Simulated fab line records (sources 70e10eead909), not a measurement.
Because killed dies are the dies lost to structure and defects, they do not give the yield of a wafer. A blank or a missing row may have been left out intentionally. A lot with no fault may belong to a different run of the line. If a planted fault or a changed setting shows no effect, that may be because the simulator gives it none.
A lot that was struck, set against a sound lot    flow nand_harc    14 out of 1302 route steps
Sound: the wafers L673.4, L673.5, L673.6. Wafers L678.1, L678.3, L678.6 were the ones struck. At the end, the cause is stated.
Each step with rows lists, per side, the tool, then ch with its chambers, then its first start. Under that, the readings that differ: sound wafers    struck wafers    difference of the means    sigmas: that difference in standard deviations of wafers without a fault.
alike: readings whose means differ by less than 2 such deviations, and words and numbers that are the same on both sides. not compared: withheld readings, readings that some wafer has no value for, bounds like >300 that may hide the same value, and numbers for which the record gives no deviation and whose values overlap.
A row with sigmas, a row that says differs or no value, or rows on one side alone: a step with any of these is where the two part. Non-overlapping numbers with no deviation appear without sigmas and do not part them. A reading that every wafer of one side lacks parts them only if that side has two wafers or more.

NHARC_A_SLIT_ETCH_26: etches the open film in C4F8/O2/Ar, time 90 s, target depth 400 nm.
  sound on har_etch-02 ch 0,1, day 21 16:05; struck on har_etch-01 ch 0,1, day 23 04:31
  alike: drypump_motor_current_A, showerhead_plenum_p_Torr, throttle_valve_pct
  not compared: rf_hours_counter_h
then, 1 step without rows for these wafers: NHARC_A_SLIT_STRIP_28 (strips in O2/COS).
NHARC_A_SLIT_ETCH_29: etches the open film in CF4/O2, target depth 100 nm, overetch 10 nm, time 55 s.
  sound on rie_diel-03 ch 0,1,3, day 21 16:56; struck on rie_diel-12 ch 0,2,3, day 23 05:23
  alike: drypump_motor_current_A, oes_product_au, rf_vpp_V, showerhead_plenum_p_Torr, throttle_valve_pct
  not compared: rf_hours_counter_h
NHARC_A_SLIT_STRIP_18: strips in O2.
  sound on rie_diel-03 ch 2,3; struck on rie_diel-12 ch 0,1,2
reading                      sound        struck       difference  sigmas
drypump_motor_current_A (A)  6.5 6.5 6.5  4.9 5.8 5.0  -1.3        -2
  alike: oes_product_au, rf_vpp_V, showerhead_plenum_p_Torr, throttle_valve_pct
  not compared: rf_hours_counter_h
then, 2 steps without rows for these wafers: NHARC_A_SLIT_PRECLEAN_19 (cleans in SC1); NHARC_A_SLIT_SRD_20.
NHARC_A_SLIT_CD_MEAS_21:
  sound on cd_sem-03, day 21 17:27; struck on cd_sem-02, day 23 05:55
  alike: cd_nm
then, 3 steps without rows for these wafers: NHARC_A_SIN_REMOVE_WET_00 (chemistry H3PO4, time 15300 s); NHARC_A_SIN_REMOVE_PRECLEAN_01 (cleans in SC1); NHARC_A_SIN_REMOVE_SRD_02.
NHARC_A_SIN_REMOVE_INSPECT_04:
  sound on defect_inspect-01, day 22 00:08; struck on defect_inspect-01, day 23 12:32
  alike: raw_defect_count
NHARC_A_WL_FILL_ALD_00: deposits Al2O3, target thk 3 nm, pulse time 3 s, ald cycles 30.
  sound on ald_hk-03 ch 1,2,3, day 22 00:15; struck on ald_hk-01 ch 1,3, day 23 12:38
  no value came back on the struck wafers for ald_cycles, heater_power_outer_w (W), heater_power_w (W), precursor_pulse_height_rel; on the sound wafers ald_cycles reads 30 30 30
NHARC_A_WL_FILL_RTA_01: time 5 s.
  sound on rtp_anneal-01 ch 0, day 22 00:33; struck on rtp_anneal-01 ch 0, day 23 12:53
  alike: lamp_power_pct, lamp_zone_6_pct, wafer_temp_C_max
-- break in the record here, with 4 days between the starts of the struck wafers on either side (left off in module A_WL_FILL, picked up again in module END, where the first step shown is number 1302 on the route) --
NHARC_END_SORT_01:
  here the record holds rows for the struck wafers (prober-01 ch 0, day 27 23:13) but none for the sound ones

WHERE THEY PART
Earliest at NHARC_A_SLIT_STRIP_18; latest, in this record, at NHARC_END_SORT_01.

WHY: what the simulator had put in
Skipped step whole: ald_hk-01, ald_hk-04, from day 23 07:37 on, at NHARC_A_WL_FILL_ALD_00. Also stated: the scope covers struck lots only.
